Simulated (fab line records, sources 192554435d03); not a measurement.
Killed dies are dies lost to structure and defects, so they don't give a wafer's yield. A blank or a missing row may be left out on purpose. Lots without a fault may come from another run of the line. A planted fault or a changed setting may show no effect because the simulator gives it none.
Chamber matching | flow n5_finfet | N5_BEOL_M11_DEP_56 on pecvd-02: 3 sister chambers
The step deposits SiCN from 3MS/NH3, target thk 30 nm, time 10.5 s. 3 wafers are shown with their chamber, then 12 later ones without.

WAFERS WITH THEIR CHAMBER
wafer  | chamber | throttle_valve_pct (%)
L087.5 | 2       | 16.5
L092.2 | 1       | 18.6
L092.3 | 0       | 17.8

WAFERS WITHOUT THEIR CHAMBER
wafer  | throttle_valve_pct (%)
L092.4 | 18.3
L092.5 | 17.9
L092.6 | 18.4
L093.1 | 18.4
L093.2 | 17.6
L093.3 | 16.6
L093.4 | 18.1
L093.5 | 18.0
L093.6 | 16.6
L097.2 | 17.4
L097.4 | 16.8
L097.5 | 18.1

WHICH CHAMBER EACH WENT THROUGH
wafer  | from the rows above     | in truth
L092.4 | can't be placed: 1 or 0 | 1
L092.5 | 0                       | 0
L092.6 | can't be placed: 1 or 0 | 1
L093.1 | can't be placed: 1 or 0 | 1
L093.2 | 0                       | 0
L093.3 | 2                       | 2
L093.4 | can't be placed: 0 or 1 | 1
L093.5 | can't be placed: 0 or 1 | 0
L093.6 | 2                       | 2
L097.2 | 0                       | 0
L097.4 | 2                       | 2
L097.5 | can't be placed: 0 or 1 | 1
Placed correctly: 6 of 12. Can't be placed from these rows: 6 (the true chamber is among the candidates in 6). Placed wrongly: 0.
How it was worked out, from the rows above alone: a wafer's distance from a chamber is the root of the sum, over the readings, of the square of ((its reading less the chamber's mean) divided by the reading's scatter). The wafer belongs to the nearest chamber; if the next one is less than 2 further off, it can't be placed. A chamber's mean is the mean of its shown wafers. The scatter: with one shown wafer a chamber, the root of the mean of the squares of how far each hidden wafer lies from its nearest shown one.
